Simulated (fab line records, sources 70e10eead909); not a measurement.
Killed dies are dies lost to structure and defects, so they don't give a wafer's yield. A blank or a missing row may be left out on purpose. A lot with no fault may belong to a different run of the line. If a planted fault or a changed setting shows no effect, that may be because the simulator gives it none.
A lot that was struck, set against a sound lot + flow nand_harc + 41 out of 1159 route steps
Sound: wafers L839.1, L839.3, L839.6. Struck: wafer L842.4 (left out: L842.3, L842.6 of the same lot, which were not struck); the cause appears at the end.
Per side, at each step with rows, come the tool, then ch with its chambers, and then its first start. Under that, the readings that differ: sound wafers + struck wafers + difference of the means + sigmas: that difference in standard deviations of wafers without a fault.
alike: same words and numbers on both sides, and readings whose means sit less than 2 such deviations apart. not compared: any withheld reading, any reading some wafer has no value for, any bound like >300 that may hide the same value, and any number with overlapping values for which the record gives no deviation.
A row with sigmas, a row that says differs or no value, or rows on one side alone: a step with any of these is where the two part. Numbers that don't overlap but have no deviation are shown without sigmas and don't part them. A reading missing from all wafers of one side parts the sides only when that side holds two or more wafers.

NHARC_P_GATE_DESCUM_61: chemistry O2, time 3 s.
  sound on rie_diel-10 ch 2,3, day 7 04:26; struck on rie_diel-04 ch 1, day 7 11:22
| reading               | sound             | struck | difference | sigmas |
|-----------------------|-------------------|--------|------------|--------|
| oes_product_au (a.u.) | 1.005 1.002 1.002 | 0.983  | -0.020     | -3     |
  alike: drypump_motor_current_A, rf_vpp_V, showerhead_plenum_p_Torr, throttle_valve_pct
  not compared: rf_hours_counter_h
following that, these wafers have no rows for 1 step: NHARC_P_GATE_IMPLANT_62.
NHARC_P_GATE_STRIP_112: strips in N2/H2, time 200 s.
  sound on plasma_asher-01 ch 0, day 7 05:00; struck on plasma_asher-01 ch 1, day 7 11:50
  alike: drypump_motor_current_A, heater_power_w
  not compared: rf_hours_counter_h
then, 9 steps without rows for these wafers: NHARC_P_GATE_STRIP_76 (strips in O2); NHARC_P_GATE_STRIP_63 (strips in SPM, time 900 s); NHARC_P_GATE_DEHYDRATE_83 (time 120 s); NHARC_P_GATE_HMDS_84 (time 30 s); NHARC_P_GATE_COAT_85; NHARC_P_GATE_SOFTBAKE_86 (time 95 s); NHARC_P_GATE_EBR_87; NHARC_P_GATE_EXPOSE_88 (exposes mask P HVN, target cd 2000 nm); NHARC_P_GATE_PEB_89 (peb time 85 s).
NHARC_P_GATE_DEVELOP_90: time 70 s.
  sound on litho_track-05 ch 0, day 7 05:00; struck on litho_track-03 ch 0, day 7 12:00
| reading         | sound          | struck | difference | sigmas |
|-----------------|----------------|--------|------------|--------|
| exhaust_pa (Pa) | 43.6 43.8 44.0 | 46.3   | +2.5       | +3     |
then, 1 step without rows for these wafers: NHARC_P_GATE_HARDBAKE_92 (time 80 s).
NHARC_P_GATE_DESCUM_93: chemistry O2, time 3 s.
  sound on rie_diel-01 ch 0,1, day 7 06:10; struck on rie_diel-10 ch 1, day 7 13:06
| reading                         | sound          | struck | difference | sigmas |
|---------------------------------|----------------|--------|------------|--------|
| showerhead_plenum_p_Torr (Torr) | 2.01 1.85 2.01 | 1.76   | -0.20      | -2     |
| model.P_GATE.cd_nm (nm)         | 2001 1999 2001 | 720.6  | -1279.7    |        |
  alike: drypump_motor_current_A, oes_product_au, rf_vpp_V, throttle_valve_pct
  not compared: rf_hours_counter_h
then, 4 steps without rows for these wafers: NHARC_P_GATE_IMPLANT_94; NHARC_P_GATE_STRIP_113 (strips in N2/H2, time 740 s); NHARC_P_GATE_STRIP_95 (strips in O2); NHARC_P_GATE_STRIP_96 (strips in SPM, time 900 s).
NHARC_P_GATE_RTA_64: time 1 s.
  sound on rtp_anneal-01 ch 0, day 7 07:50; struck on rtp_anneal-02 ch 0, day 7 14:47
| reading            | sound    | struck | difference | sigmas |
|--------------------|----------|--------|------------|--------|
| lamp_power_pct (%) | 39 39 39 | 30     | -9         | -2     |
  alike: wafer_temp_C_max
then, 5 steps without rows for these wafers: NHARC_P_GATE_ETCH_77 (etches SiO2 in dHF, target depth 6 nm); NHARC_P_GATE_DEGAS_109 (time 60 s); NHARC_P_GATE_PRE_CLEAN_110 (time 30 s); NHARC_P_GATE_SPUTTER_78 (material Ni, target thk 10 nm); NHARC_P_GATE_SPUTTER_79 (material TiN, target thk 10 nm).
NHARC_P_GATE_RTA_80: time 30 s.
  sound on rtp_anneal-02 ch 0, day 7 08:26; struck on rtp_anneal-01 ch 0, day 7 15:29
  alike: wafer_temp_C_max
then, 2 steps without rows for these wafers: NHARC_P_GATE_STRIP_67 (strips in SPM, time 600 s); NHARC_P_GATE_RTA_82 (time 30 s).
NHARC_P_GATE_INSPECT_68:
  sound: defect_inspect-02 at day 7 09:07; struck: defect_inspect-02 at day 7 16:07
  alike: raw_defect_count
then, 2 steps without rows for these wafers: NHARC_P_CONTACT_DEP_30 (deposits SiNx, target thk 30 nm); NHARC_P_CONTACT_DEP_00 (deposits SiO2, target thk 500 nm).
NHARC_P_CONTACT_CMP_01: polishes SiO2, target thk 200 nm.
  the record has rows for the sound wafers here (cmp-02 ch 0,1,3, day 7 10:02) and none for the struck ones
then, 8 steps without rows for these wafers: NHARC_P_CONTACT_SRD_03; NHARC_P_CONTACT_DEHYDRATE_04 (time 120 s); NHARC_P_CONTACT_HMDS_05 (time 30 s); NHARC_P_CONTACT_COAT_33 (time 75 s); NHARC_P_CONTACT_COAT_34 (time 65 s); NHARC_P_CONTACT_COAT_06 (resist thk 90 nm); NHARC_P_CONTACT_SOFTBAKE_07 (time 55 s); NHARC_P_CONTACT_EBR_08.
-- break in the record here, with 14 days between the starts of the struck wafers on either side (left off in module P_CONTACT, picked up again in module END, where the first step shown is number 1159 on the route) --
NHARC_END_SORT_01:
  here the record holds rows for the struck wafers (prober-01 ch 0, day 21 17:14) but none for the sound ones

WHERE THEY PART
First at NHARC_P_GATE_DESCUM_61; last, within this record, at NHARC_END_SORT_01.

WHY: what the simulator had put in
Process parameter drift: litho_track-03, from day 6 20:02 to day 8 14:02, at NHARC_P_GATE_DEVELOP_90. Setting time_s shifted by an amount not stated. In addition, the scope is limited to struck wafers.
